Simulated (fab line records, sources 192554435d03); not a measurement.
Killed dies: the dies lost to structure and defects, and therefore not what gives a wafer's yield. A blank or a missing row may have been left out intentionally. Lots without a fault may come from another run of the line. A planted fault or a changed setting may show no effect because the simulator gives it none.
fab line records	flow n5Finfet
record lots=7	wafers=39
route steps=1938 shown BEOL_M4@1059 BEOL_M6@1194 BEOL_M8@1350
startH: hours from the record's opening day to when the first of the lot's shown wafers began	waitH: time in hours since the lot's previous step	" same as the row above	L1.1+2: several wafers, shown together as one row	- value missing, or start not given	* or withheld: withheld	< > ~ a bound
route shown NAME@n: names a module that has steps shown in the file, with the first one's number in the route	usual: the fault-free wafers' mean and standard deviation	same: alike in all rows	chamber/n: place in a boat	sites: the reading at each site	_std_site: standard deviation across them	_edge_site: outer sites' mean less inner sites'	radiusMm: how far each site lies from the wafer's centre	mask NAME#n: copy n	behind: the tool/chamber that last shaped the wafer	hold: what put the lot on hold/how long, in hours/how the hold closed	device: the n, p or np transistor that did not switch	end of line: the tests these same wafers got at the end of their route	a step with no rows: only its recipe	killed: at the first sort, the dies lost to defects and structure; wafer yield is something else	map: a wafer's dies, x killed, . not, _ none there
set.NAME: setting as actually run; set.NAME@STEP: the setting as run at that earlier step	model.NAME: the simulator's own value behind a step, which no gauge read
one table per step and one row per wafer, for lots whose settings were changed on purpose
## steps
# step N5_BEOL_M4_DESCUM_33
# recipe chemistry=O2	timeS=7	sourcePowerW=50	biasPowerW=20	pressureMtorr=20	rfFrequencyHz=2.712e+07	tempC=40	resist=CAR-EUV	o2FlowSccm=225
lot.wafer	tool	chamber	startH	waitH	set.timeS	model.CAR-EUV_of_BEOL_M4_COAT_22.thkNm
L077.1+4	rieDiel-04	0,3	164.35	0.0	7	26.2
L077.2	"	2	"	"	7	26
L077.3+5+6	"	3,0,2	"	"	3.576	27.8
L080.1+5+6	rieDiel-04	2,1,2	196.91	1.3	7	26.2
L080.2+3	"	1,3	"	"	4.003	27.8
L080.4	"	3	"	"	4.003	27.6
L081.1	rieDiel-04	1	199.73	1.7	10.94	24
L081.2+5	"	2,1	"	"	7	26.2
L081.3+6	"	3,2	"	"	10.94	24.2
L081.4	"	3	"	"	7	26
L083.1+6	rieDiel-06	2,0	205.17	0.1	9.891	24.8
L083.2	"	1	"	"	7	26
L083.3+4	"	3,0	"	"	7	26.2
L083.5	"	3	"	"	9.891	24.6
L087.1+5+6	rieDiel-02	3,0,1	239.34	0.3	8.952	25.2
L087.2+3+4	"	0,2,1	"	"	7	26.2
L096.1+4	rieDiel-04	0,1	292.23	0.1	7	26
L096.2	"	2	"	"	7	26.2
L096.3+5+6	"	3,1,2	"	"	4.752	27.2
L097.2+3	rieDiel-02	0,2	298.16	0.1	7	26
L097.5	"	0	"	"	7	25.8
# step N5_BEOL_M4_ETCH_77
# recipe chemistry=N2/H2	target=underlayer	targetDepthA=65	maskMaterial=CAR-EUV	timeS=5.2	ionEnergyEv=200	pressureMtorr=30	sourceW=840	biasW=150	n2FlowSccm=200	h2FlowSccm=200	ends=cleared
# step N5_BEOL_M4_ETCH_69
# recipe chemistry=CF4	target=SiARC	targetDepthA=156	maskMaterial=CAR-EUV	timeS=26	ionEnergyEv=80	pressureMtorr=40	sourceW=545	biasW=36	Ar_flow_sccm=100	cf4FlowSccm=100	ends=cleared
# step N5_BEOL_M4_ALD_98
# recipe material=SiO2	targetThkA=25	tempC=100	aldPrecursorFamily=BDEAS	aldCoReactant=O2-plasma	pulseTimeS=1	coReactantPulseTimeS=1	purgeTimeS=2	coReactantPurgeTimeS=2	aldCycles=17	pressureTorr=2
# step N5_BEOL_M4_ETCHBACK_99
# recipe chemistry=CHF3	target=SiO2	targetDepthA=50	timeS=10.4	sourceW=215	biasW=47	Ar_flow_sccm=200	CHF3_flow_sccm=12	ionEnergyEv=100	pressureMtorr=30
lot.wafer	tool	chamber	startH	waitH	set.timeS@BEOL_M4_DESCUM_33	model.CAR-EUV_of_BEOL_M4_COAT_22.thkNm
L077.1+4	rieDiel-02	1,3	168.68	4.2	7	10.6
L077.2	"	0	"	"	7	10.4
L077.3+5+6	"	2,0,1	"	"	3.576	12.2
L080.1+6	rieDiel-06	3	197.55	0.2	7	10.6
L080.2+4	"	1,2	"	"	4.003	12
L080.3	"	0	"	"	4.003	12.2
L080.5	"	0	"	"	7	10.4
L081.1	rieDiel-06	3	201.14	1.2	10.94	8.4
L081.2+4+5	"	1,2,3	"	"	7	10.4
L081.3+6	"	0,2	"	"	10.94	8.6
L083.1+6	rieDiel-02	0,3	205.76	0.4	9.891	9.2
L083.2	"	1	"	"	7	10.4
L083.3+4	"	2,3	"	"	7	10.6
L083.5	"	0	"	"	9.891	9
L087.1+6	rieDiel-02	2,3	242.25	2.7	8.952	9.6
L087.2	"	0	"	"	7	10.4
L087.3+4	"	1,3	"	"	7	10.6
L087.5	"	0	"	"	8.952	9.4
L096.1+4	rieDiel-06	3,2	297.23	4.8	7	10.4
L096.2	"	1	"	"	7	10.6
L096.3+5+6	"	0,3,2	"	"	4.752	11.6
L097.2+3+5	rieDiel-06	1,3,1	302.05	3.5	7	10.2
# step N5_BEOL_M6_ILD_DEP_00
# recipe material=SiCOH_lowk	targetThkA=1797.5	tempC=300	precursor=DEMS/porogen	pressureTorr=5	rfW=500	timeS=33.4
lot.wafer	tool	chamber	startH	waitH	set.targetThkA	model.SiCOH_lowk_of_BEOL_M6_ILD_DEP_00.thkNm
L077.1	pecvd-04	0	185.97	0.0	1191	116.4
L077.2	"	2	"	"	1191	116
L077.3	"	1	"	"	1797.5	177.2
L077.4	"	2	"	"	1797.5	178.8
L077.5	"	1	"	"	1797.5	179.4
L077.6	"	0	"	"	1191	118
L080.1	pecvd-03	0	212.49	0.1	1797.5	177
L080.2	"	1	"	"	1797.5	178.6
L080.3	"	2	"	"	1797.5	178.4
L080.4	"	2	"	"	1797.5	180.4
L080.5+6	"	0,1	"	"	1797.5	181.8
L081.1	pecvd-02	1	219.96	0.0	1797.5	175.6
L081.2	"	0	"	"	1388	135.6
L081.3+4	"	0,1	"	"	1797.5	179.4
L081.5	"	1	"	"	1388	139.2
L081.6	"	0	"	"	1388	138.2
L083.1	pecvd-04	0	224.81	0.0	1797.5	176
L083.2	"	1	"	"	1797.5	179.6
L083.3	"	2	"	"	1797.5	180.6
L083.4	"	1	"	"	1797.5	180.8
L083.5	"	2	"	"	1797.5	182
L083.6	"	0	"	"	1797.5	182.2
L087.1	pecvd-04	0	259.96	0.0	1797.5	176.8
L087.2	"	1	"	"	2710	267
L087.3	"	2	"	"	1797.5	177.2
L087.4	"	0	"	"	2710	273
L087.5	"	2	"	"	2710	272.4
L087.6	"	1	"	"	1797.5	178.6
L096.1	pecvd-03	1	313.84	0.0	1247	122.8
L096.2	"	2	"	"	1797.5	177.6
L096.3	"	0	"	"	1797.5	175.8
L096.4	"	2	"	"	1247	124.8
L096.5	"	1	"	"	1797.5	182.2
L096.6	"	0	"	"	1247	124.4
L097.2	pecvd-04	0	318.76	0.0	1797.5	178.4
L097.3	"	2	"	"	1797.5	177.6
L097.5	"	0	"	"	1797.5	179.6
# step N5_BEOL_M6_CURE_74
# recipe tempC=385	timeS=240	ambient=He/Ar	material=SiCOH_lowk
lot.wafer	tool	chamber	startH	waitH	set.targetThkA@BEOL_M6_ILD_DEP_00	model.SiCOH_lowk_of_BEOL_M6_ILD_DEP_00.thkNm
L077.1	uvCure-03	1	186.06	0.1	1191	100
L077.2	"	1	"	"	1191	99.6
L077.3	"	1	"	"	1797.5	152.8
L077.4	"	1	"	"	1797.5	154.2
L077.5	"	1	"	"	1797.5	154.6
L077.6	"	1	"	"	1191	101.4
L080.1	uvCure-02	2	212.55	0.0	1797.5	152.6
L080.2+3	"	2	"	"	1797.5	154
L080.4	"	2	"	"	1797.5	155.6
L080.5+6	"	2	"	"	1797.5	156.8
L081.1	uvCure-02	2	220.04	0.1	1797.5	151.4
L081.2	"	2	"	"	1388	116.6
L081.3+4	"	2	"	"	1797.5	154.6
L081.5	"	2	"	"	1388	119.8
L081.6	"	2	"	"	1388	118.8
L083.1	uvCure-03	0	225.12	0.3	1797.5	151.6
L083.2	"	0	"	"	1797.5	155
L083.3+4	"	0	"	"	1797.5	155.8
L083.5+6	"	0	"	"	1797.5	157
L087.1	uvCure-01	2	260.03	0.0	1797.5	152.4
L087.2	"	2	"	"	2710	231.4
L087.3	"	2	"	"	1797.5	152.8
L087.4	"	2	"	"	2710	236.6
L087.5	"	2	"	"	2710	236.2
L087.6	"	2	"	"	1797.5	154
L096.1	uvCure-01	0	313.91	0.0	1247	105.4
L096.2	"	0	"	"	1797.5	153
L096.3	"	0	"	"	1797.5	151.6
L096.4	"	0	"	"	1247	107.4
L096.5	"	0	"	"	1797.5	157
L096.6	"	0	"	"	1247	106.8
L097.2	uvCure-02	1	318.91	0.1	1797.5	153.8
L097.3	"	1	"	"	1797.5	153
L097.5	"	1	"	"	1797.5	154.8
# step N5_BEOL_M6_THK_MEAS_01
# recipe reads=SiCOH_lowk_of_BEOL_M6_ILD_DEP_00
# usual M6_ILD_THK=154.8/1.8
lot.wafer	tool	chamber	startH	waitH	set.targetThkA@BEOL_M6_ILD_DEP_00	M6_ILD_THK[nm]
L077.1	filmMetro-01	-	186.57	0.4	1191	100.0
L077.2	"	-	"	"	1191	99.7
L077.3	"	-	"	"	1797.5	152.7
L077.4	"	-	"	"	1797.5	154.2
L077.5	"	-	"	"	1797.5	154.7
L077.6	"	-	"	"	1191	101.4
L080.1	filmMetro-01	-	213.06	0.4	1797.5	152.7
L080.2	"	-	"	"	1797.5	154.0
L080.3	"	-	"	"	1797.5	154.0
L080.4	"	-	"	"	1797.5	155.5
L080.5	"	-	"	"	1797.5	156.7
L080.6	"	-	"	"	1797.5	156.7
L081.1	filmMetro-01	-	220.56	0.4	1797.5	151.3
L081.2	"	-	"	"	1388	116.6
L081.3	"	-	"	"	1797.5	154.7
L081.4	"	-	"	"	1797.5	154.5
L081.5	"	-	"	"	1388	119.6
L081.6	"	-	"	"	1388	118.9
L083.1	filmMetro-01	-	225.63	0.4	1797.5	151.7
L083.2	"	-	"	"	1797.5	155.0
L083.3	"	-	"	"	1797.5	155.8
L083.4	"	-	"	"	1797.5	155.8
L083.5	"	-	"	"	1797.5	157.0
L083.6	"	-	"	"	1797.5	157.2
L087.1	filmMetro-02	-	260.54	0.4	1797.5	152.5
L087.2	"	-	"	"	2710	231.4
L087.3	"	-	"	"	1797.5	152.8
L087.4	"	-	"	"	2710	236.5
L087.5	"	-	"	"	2710	236.0
L087.6	"	-	"	"	1797.5	153.9
L096.1	filmMetro-02	-	314.42	0.4	1247	105.6
L096.2	"	-	"	"	1797.5	153.1
L096.3	"	-	"	"	1797.5	151.7
L096.4	"	-	"	"	1247	107.3
L096.5	"	-	"	"	1797.5	157.2
L096.6	"	-	"	"	1247	106.9
L097.2	filmMetro-01	-	319.34	0.4	1797.5	153.8
L097.3	"	-	"	"	1797.5	153.0
L097.5	"	-	"	"	1797.5	154.8
# step N5_BEOL_M8_ETCH_62
# recipe chemistry=N2/H2	target=SOC	targetDepthA=1100	overetchA=220	maskMaterial=SiARC	tempC=40	timeS=165	ionEnergyEv=200	pressureMtorr=30	sourceW=840	biasW=150	n2FlowSccm=200	h2FlowSccm=200
lot.wafer	tool	chamber	startH	waitH	set.timeS	model.SiARC_of_BEOL_M8_COAT_60.thkNm	model.BEOL_M8.cdOffsetNm
L077.1	rieDiel-06	2	203.82	0.0	165	28.4	1
L077.2	"	3	"	"	244	25	2.6
L077.3	"	0	"	"	165	28.4	0.4
L077.4	"	1	"	"	244	25.2	1.4
L077.5	"	1	"	"	244	25.2	1.6
L077.6	"	0	"	"	165	28.6	0.4
L080.1	rieDiel-02	3	231.61	0.0	165	28.6	-0.2
L080.2	"	1	"	"	218.6	26.2	1.2
L080.3	"	2	"	"	218.6	26	1.6
L080.4	"	0	"	"	165	28.2	0.4
L080.5	"	3	"	"	165	28.8	0.2
L080.6	"	2	"	"	218.6	26.2	1.6
L081.1	rieDiel-04	1	237.61	0.0	264	24.2	2.2
L081.2	"	2	"	"	165	28.2	-0.2
L081.3	"	3	"	"	165	28.4	0
L081.4	"	0	"	"	264	24	1.6
L081.5	"	3	"	"	165	28.4	0.2
L081.6	"	2	"	"	264	24.2	2
L083.1+2	rieDiel-02	0,2	243.29	0.0	129.7	29.6	-0.6
L083.3	"	1	"	"	165	28.4	0.4
L083.4	"	3	"	"	165	28.8	0.2
L083.5	"	1	"	"	165	28.4	0.8
L083.6	"	2	"	"	129.7	29.6	0.2
L087.1	rieDiel-06	1	278.55	0.0	245.8	25	1.6
L087.2	"	2	"	"	245.8	25.2	0.8
L087.3	"	3	"	"	165	28.2	0.2
L087.4+6	"	0	"	"	165	28.4	-0.2
L087.5	"	3	"	"	245.8	24.8	1.8
L096.1	rieDiel-04	0	333.47	0.0	165	28.2	-0.6
L096.2	"	1	"	"	229.7	25.6	0.6
L096.3	"	2	"	"	229.7	25.6	0.2
L096.4	"	3	"	"	165	28.4	-0.2
L096.5	"	2	"	"	165	28.4	-1
L096.6	"	1	"	"	229.7	25.8	1
L097.2	rieDiel-04	2	337.00	0.0	165	28.4	0
L097.3	"	1	"	"	165	28.4	0.6
L097.5	"	2	"	"	165	28.4	0.4
# step N5_BEOL_M8_STRIP_68
# recipe chemistry=N2/H2	tempC=40	n2FlowSccm=200	h2FlowSccm=200	rfFrequencyHz=6e+07
# step N5_BEOL_M8_STRIP_67
# recipe chemistry=CF4	resist=SiARC	powerW=300	biasPowerW=75	pressureMtorr=50	cf4FlowSccm=150	rfFrequencyHz=6e+07
# step N5_BEOL_M8_HM_OPEN_17
# recipe chemistry=Cl2/BCl3	targetDepthA=200	overetchA=60	target=TiN	maskMaterial=SOC	ionEnergyEv=150	pressureMtorr=10	icpW=1000	biasW=126	Cl2_flow_sccm=53.25	bcl3FlowSccm=21.75	Ar_flow_sccm=25
lot.wafer	tool	chamber	startH	waitH	set.timeS@BEOL_M8_ETCH_62	model.etch.depthNm
L077.1	rieMetal-03	1	204.01	0.0	165	19.98
L077.2	"	0	"	"	244	12.46
L077.3	"	1	"	"	165	20.05
L077.4	"	0	"	"	244	12.55
L077.5	"	0	"	"	244	12.54
L077.6	"	1	"	"	165	19.93
L080.1	rieMetal-01	1	231.79	0.0	165	20.04
L080.2	"	0	"	"	218.6	14.98
L080.3	"	0	"	"	218.6	14.94
L080.4	"	1	"	"	165	20.01
L080.5	"	1	"	"	165	20.03
L080.6	"	0	"	"	218.6	14.79
L081.1	rieMetal-03	0	237.80	0.0	264	10.08
L081.2	"	1	"	"	165	20.12
L081.3	"	1	"	"	165	19.99
L081.4	"	0	"	"	264	9.8
L081.5	"	0	"	"	165	19.89
L081.6	"	1	"	"	264	10.24
L083.1	rieMetal-03	1	243.48	0.0	129.7	19.77
L083.2	"	0	"	"	129.7	19.61
L083.3	"	0	"	"	165	19.85
L083.4	"	1	"	"	165	19.78
L083.5	"	1	"	"	165	19.74
L083.6	"	0	"	"	129.7	19.5
L087.1	rieMetal-02	1	278.74	0.0	245.8	12.12
L087.2	"	0	"	"	245.8	12.3
L087.3	"	0	"	"	165	19.98
L087.4	"	1	"	"	165	19.84
L087.5	"	1	"	"	245.8	12.05
L087.6	"	0	"	"	165	19.93
L096.1	rieMetal-01	1	333.66	0.0	165	19.75
L096.2+6	"	0	"	"	229.7	13.62
L096.3	"	1	"	"	229.7	13.58
L096.4	"	0	"	"	165	19.67
L096.5	"	1	"	"	165	19.96
L097.2	rieMetal-03	0	337.19	0.0	165	20.42
L097.3	"	1	"	"	165	20.46
L097.5	"	1	"	"	165	20.3
# step N5_BEOL_M8_STRIP_19
# recipe chemistry=O2	powerW=400	tempC=40	pressureMtorr=30	rfFrequencyHz=6e+07	biasPowerW=0	overashFraction=0.2	o2FlowSccm=225
# step N5_BEOL_M8_CD_MEAS_18
# recipe pitchNm=80	targetCdNm=40
# usual cdNm=40.2/0.47
lot.wafer	tool	chamber	startH	waitH	set.timeS@BEOL_M8_ETCH_62	cdNm
L077.1	cdSem-03	-	204.23	0.0	165	41.3
L077.2	"	-	"	"	244	43.0
L077.3	"	-	"	"	165	40.7
L077.4	"	-	"	"	244	42.0
L077.5	"	-	"	"	244	41.9
L077.6	"	-	"	"	165	40.1
L080.1	cdSem-02	-	231.98	0.0	165	39.8
L080.2	"	-	"	"	218.6	41.1
L080.3	"	-	"	"	218.6	41.6
L080.4	"	-	"	"	165	40.2
L080.5	"	-	"	"	165	40.0
L080.6	"	-	"	"	218.6	41.7
L081.1	cdSem-02	-	237.98	0.0	264	42.7
L081.2	"	-	"	"	165	40.0
L081.3	"	-	"	"	165	40.0
L081.4	"	-	"	"	264	42.2
L081.5	"	-	"	"	165	39.9
L081.6	"	-	"	"	264	42.3
L083.1	cdSem-01	-	243.66	0.0	129.7	39.1
L083.2	"	-	"	"	129.7	39.6
L083.3	"	-	"	"	165	40.3
L083.4	"	-	"	"	165	40.2
L083.5	"	-	"	"	165	40.5
L083.6	"	-	"	"	129.7	40.1
L087.1	cdSem-01	-	278.99	0.0	245.8	41.8
L087.2	"	-	"	"	245.8	41.0
L087.3	"	-	"	"	165	39.9
L087.4	"	-	"	"	165	39.7
L087.5	"	-	"	"	245.8	42.2
L087.6	"	-	"	"	165	40.0
L096.1	cdSem-01	-	333.87	0.0	165	39.5
L096.2	"	-	"	"	229.7	40.8
L096.3	"	-	"	"	229.7	40.8
L096.4	"	-	"	"	165	39.9
L096.5	"	-	"	"	165	39.1
L096.6	"	-	"	"	229.7	41.7
L097.2	cdSem-03	-	337.40	0.1	165	39.9
L097.3	"	-	"	"	165	41.0
L097.5	"	-	"	"	165	40.6
# step N5_BEOL_M8_COAT_63
# recipe resist=SOC	tempC=250	timeS=60	spinRpm=1500	resistThkNm=60
# step N5_BEOL_M8_COAT_64
# recipe resist=SiARC	tempC=220	timeS=60	spinRpm=1500	resistThkNm=12
# step N5_BEOL_M8_PRECLEAN_42
# recipe chemistry=residueRemover	timeS=60	tempC=40
# step N5_BEOL_M8_SRD_43
# recipe timeS=30	tempC=23	rinseLiquid=diw	dry=ipaMarangoni
# step N5_BEOL_M8_CD_MEAS_35
# recipe targetCdNm=40	polarity=opening
# usual cdNm=40.2/0.49
lot.wafer	tool	chamber	startH	waitH	set.timeS@BEOL_M8_ETCH_62	cdNm
L077.1	cdSem-03	-	205.41	0.0	165	41.3
L077.2	"	-	"	"	244	42.9
L077.3	"	-	"	"	165	40.3
L077.4	"	-	"	"	244	41.7
L077.5	"	-	"	"	244	42.4
L077.6	"	-	"	"	165	40.5
L080.1	cdSem-01	-	233.33	0.0	165	39.6
L080.2	"	-	"	"	218.6	41.1
L080.3	"	-	"	"	218.6	41.3
L080.4	"	-	"	"	165	40.5
L080.5	"	-	"	"	165	40.0
L080.6	"	-	"	"	218.6	41.5
L081.1	cdSem-03	-	239.27	0.0	264	42.5
L081.2	"	-	"	"	165	40.0
L081.3	"	-	"	"	165	40.2
L081.4	"	-	"	"	264	42.0
L081.5	"	-	"	"	165	40.2
L081.6	"	-	"	"	264	42.4
L083.1	cdSem-02	-	246.69	0.0	129.7	39.6
L083.2	"	-	"	"	129.7	39.4
L083.3	"	-	"	"	165	40.4
L083.4	"	-	"	"	165	39.7
L083.5	"	-	"	"	165	40.4
L083.6	"	-	"	"	129.7	40.0
L087.1	cdSem-01	-	281.23	0.0	245.8	41.5
L087.2	"	-	"	"	245.8	41.5
L087.3	"	-	"	"	165	40.3
L087.4	"	-	"	"	165	39.8
L087.5	"	-	"	"	245.8	42.0
L087.6	"	-	"	"	165	39.8
L096.1	cdSem-01	-	335.19	0.0	165	39.7
L096.2	"	-	"	"	229.7	41.2
L096.3	"	-	"	"	229.7	40.5
L096.4	"	-	"	"	165	40.3
L096.5	"	-	"	"	165	38.8
L096.6	"	-	"	"	229.7	41.1
L097.2	cdSem-02	-	338.60	0.0	165	40.4
L097.3	"	-	"	"	165	40.5
L097.5	"	-	"	"	165	40.8
# step N5_BEOL_M8_ALD_77
# recipe material=TaN	targetThkA=20	tempC=275	aldPrecursorFamily=PDMAT	aldCoReactant=NH3	pressureTorr=3	carrierFlowSccm=1500	pulseTimeS=2	purgeTimeS=3	coReactantPurgeTimeS=2	coReactantPulseTimeS=3	aldCycles=40	precursorVesselTempC=75	precursorVesselPressureTorr=26.25	precursorVesselCarrierSccm=1000
lot.wafer	tool	chamber	startH	waitH	set.aldCycles	model.TaN_of_BEOL_M8_ALD_77.thkNm
L077.1+2+5	aldMetal-01	3,2,1	206.02	0.1	34	1.8
L077.3+4+6	"	0,1,0	"	"	40	2
L080.1+3+5	aldMetal-02	1,2,1	233.90	0.1	51	2.6
L080.2+4+6	"	3,3,2	"	"	40	2
L081.1+2+3+4+5+6	aldMetal-02	1,3,0,2,2,1	239.77	0.0	40	2
L083.1+3+5	aldMetal-04	1,2,3	247.43	0.0	40	2
L083.2+4+6	"	3,0,0	"	"	16	0.8
L087.1+2+3+4+5+6	aldMetal-04	3,2,0,1,0,1	282.34	0.0	40	2
L096.1+3+4	aldMetal-01	2,0,3	336.27	0.1	40	2
L096.2+5+6	"	1,2,3	"	"	25	1.2
L097.2+3+5	aldMetal-02	3,0,1	340.26	0.0	40	2
## key
split step=N5_BEOL_M4_DESCUM_33	setting=timeS	stated=7	by=wafer
response step=N5_BEOL_M4_DESCUM_33	reading=model.CAR-EUV_of_BEOL_M4_COAT_22.thkNm	change=-0.035	per=1%	r=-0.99
response step=N5_BEOL_M4_ETCHBACK_99	reading=model.CAR-EUV_of_BEOL_M4_COAT_22.thkNm	change=-0.0343	per=1%	r=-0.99
split step=N5_BEOL_M6_ILD_DEP_00	setting=targetThkA	stated=1797.5	by=wafer
response step=N5_BEOL_M6_ILD_DEP_00	reading=model.SiCOH_lowk_of_BEOL_M6_ILD_DEP_00.thkNm	change=+1.82	per=1%	r=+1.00
response step=N5_BEOL_M6_CURE_74	reading=model.SiCOH_lowk_of_BEOL_M6_ILD_DEP_00.thkNm	change=+1.59	per=1%	r=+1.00
response step=N5_BEOL_M6_THK_MEAS_01	reading=M6_ILD_THK	change=+1.59	per=1%	r=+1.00
split step=N5_BEOL_M8_ETCH_62	setting=timeS	stated=165	by=wafer
response step=N5_BEOL_M8_ETCH_62	reading=model.SiARC_of_BEOL_M8_COAT_60.thkNm	change=-0.0688	per=1%	r=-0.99
response step=N5_BEOL_M8_ETCH_62	reading=model.BEOL_M8.cdOffsetNm	change=+0.0314	per=1%	r=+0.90
response step=N5_BEOL_M8_HM_OPEN_17	reading=model.etch.depthNm	change=-0.153	per=1%	r=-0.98
response step=N5_BEOL_M8_CD_MEAS_18	reading=cdNm	change=+0.0386	per=1%	r=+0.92
response step=N5_BEOL_M8_CD_MEAS_35	reading=cdNm	change=+0.035	per=1%	r=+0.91
split step=N5_BEOL_M8_ALD_77	setting=aldCycles	stated=40	by=wafer
response step=N5_BEOL_M8_ALD_77	reading=model.TaN_of_BEOL_M8_ALD_77.thkNm	change=+0.0203	per=1%	r=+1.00
